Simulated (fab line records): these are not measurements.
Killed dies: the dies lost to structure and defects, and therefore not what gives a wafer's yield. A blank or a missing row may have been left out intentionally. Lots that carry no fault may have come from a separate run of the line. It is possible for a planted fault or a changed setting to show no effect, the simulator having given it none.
One fault seen from 3 desks / flow n5 finfet / what lay behind the numbers comes last; until then each desk has only its own

## FROM THE METROLOGY DESK
What the gauges read for every lot (on any tool): the sampled wafers with a number, averaged. Any lot whose mean is over 4 standard deviations away from the usual mean is out of limits and marked OUT; that distance is given in the brackets. Shown are 7 of the 20 readings it has, namely the first that went out of limits plus those furthest out on some lot.
Columns: A = IOFF_N_LONG at N5_BEOL_M4_RC_MEAS_101, usual 5.57e-05 nA/um; B = IOFF_P_LIN at N5_BEOL_M4_RC_MEAS_101, usual 0.098 nA/um; C = IOFF_P_LONG at N5_BEOL_M4_RC_MEAS_101, usual 0.000108 nA/um; D = VT_N at N5_BEOL_M4_RC_MEAS_101, usual 250 mV; E = VT_N_LONG at N5_BEOL_M4_RC_MEAS_101, usual 274.8 mV; F = VT_N_LVT at N5_BEOL_M4_RC_MEAS_101, usual 99 mV; G = VT_P at N5_BEOL_M4_RC_MEAS_101, usual -250 mV
lot=L392; first seen here=day 9 11:07; A=5.55e-05; B=0.083; C=0.000107; D=253; E=274.0; F=103; G=-254
lot=L391; first seen here=day 9 12:59; A=5.65e-05; B=0.100; C=0.000111; D=252; E=275.4; F=99; G=-250
lot=L396; first seen here=day 10 04:37; A=4.55e-05; B=0.121; C=0.000120; D=263; E=287.5 (+6.7) OUT; F=113 (+4.3) OUT; G=-247
lot=L398; first seen here=day 11 04:35; A=5.36e-05; B=0.134; C=0.000136; D=257; E=282.4; F=107; G=-241
lot=L403; first seen here=day 12 00:19; A=5.37e-05; B=0.098; C=0.000106; D=252; E=273.9; F=101; G=-250
lot=L405; first seen here=day 12 23:16; A=5.58e-05; B=0.096; C=0.000108; D=252; E=275.4; F=98; G=-253
lot=L409; first seen here=day 13 22:01; A=5.37e-05; B=0.105; C=0.000104; D=249; E=275.9; F=97; G=-248
lot=L408; first seen here=day 13 22:16; A=5.35e-05; B=0.099; C=0.000102; D=251; E=276.5; F=99; G=-249
This desk reports L396 out of limits; the earliest was L396 at day 10 04:37 (VT_N_LONG at N5_BEOL_M4_RC_MEAS_101). Within limits: L392, L391, L398, L403, L405, L409, L408.

## THE DEFECT DESK
Lot by lot, what the route's inspections counted, given as the mean of those sampled wafers with a number. Any lot whose mean is over 4 standard deviations away from the usual mean is out of limits and marked OUT; that distance is given in the brackets.
Columns: A = raw defect count at N5_HKMG_FIN_INSPECT_14, usual 2.2
lot=L391; first seen here=day 5 03:32; A=1.7
lot=L392; first seen here=day 5 12:16; A=0.3
lot=L396; first seen here=day 6 11:18; A=2.7
lot=L398; first seen here=day 6 22:43; A=3.7
lot=L403; first seen here=day 8 04:20; A=4.0
lot=L405; first seen here=day 8 15:39; A=2.7
lot=L408; first seen here=day 9 08:47; A=1.0
lot=L409; first seen here=day 9 18:35; A=1.7
Finding of this desk: none of the 8 lots has anything out of limits.

## AT THE TOOL OWNER'S DESK: ald metal-02
The tool's own readings at N5_HKMG_FIN_ALD_91 (deposits TiN, target thk 1 nm, pulse time 1 s, purge time 3 s): means of the sampled wafers that have a number, for each lot that ran on this tool. Any lot whose mean is over 4 standard deviations away from the usual mean is out of limits and marked OUT; that distance is given in the brackets.
Columns: A = heater power w at N5_HKMG_FIN_ALD_91, usual 894 W; B = precursor pulse height rel at N5_HKMG_FIN_ALD_91, usual 1.001
lot=L391; first seen here=day 5 04:38; A=847; B=1.006
lot=L392; first seen here=day 5 13:17; A=906; B=1.003
lot=L396; first seen here=day 6 12:19; A=892; B=0.991
lot=L398; first seen here=day 6 23:52; A=919; B=1.006
lot=L409; first seen here=day 9 19:36; A=909; B=0.982
Finding of this desk: none of the 5 lots has anything out of limits.

## BROUGHT TOGETHER
On L396, the metrology desk was in a position to raise an alarm at day 10 04:37.
Nothing out of limits was seen by the defect desk.
Nothing out of limits was seen by the tool owner's desk.
The defect desk has L396 on record, within its limits.
On record at the tool owner's desk: L396, within its limits.
N5_HKMG_FIN_ALD_91 was run on ald metal-02 by each of the lots named.

## WHAT HAD BEEN PUT IN BY THE SIMULATOR
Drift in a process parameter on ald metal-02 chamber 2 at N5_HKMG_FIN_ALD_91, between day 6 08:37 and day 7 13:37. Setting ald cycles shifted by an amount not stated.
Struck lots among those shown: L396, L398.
Per desk, hours elapsed from the start of the fault to the first reading out of limits: for the metrology desk, 92.
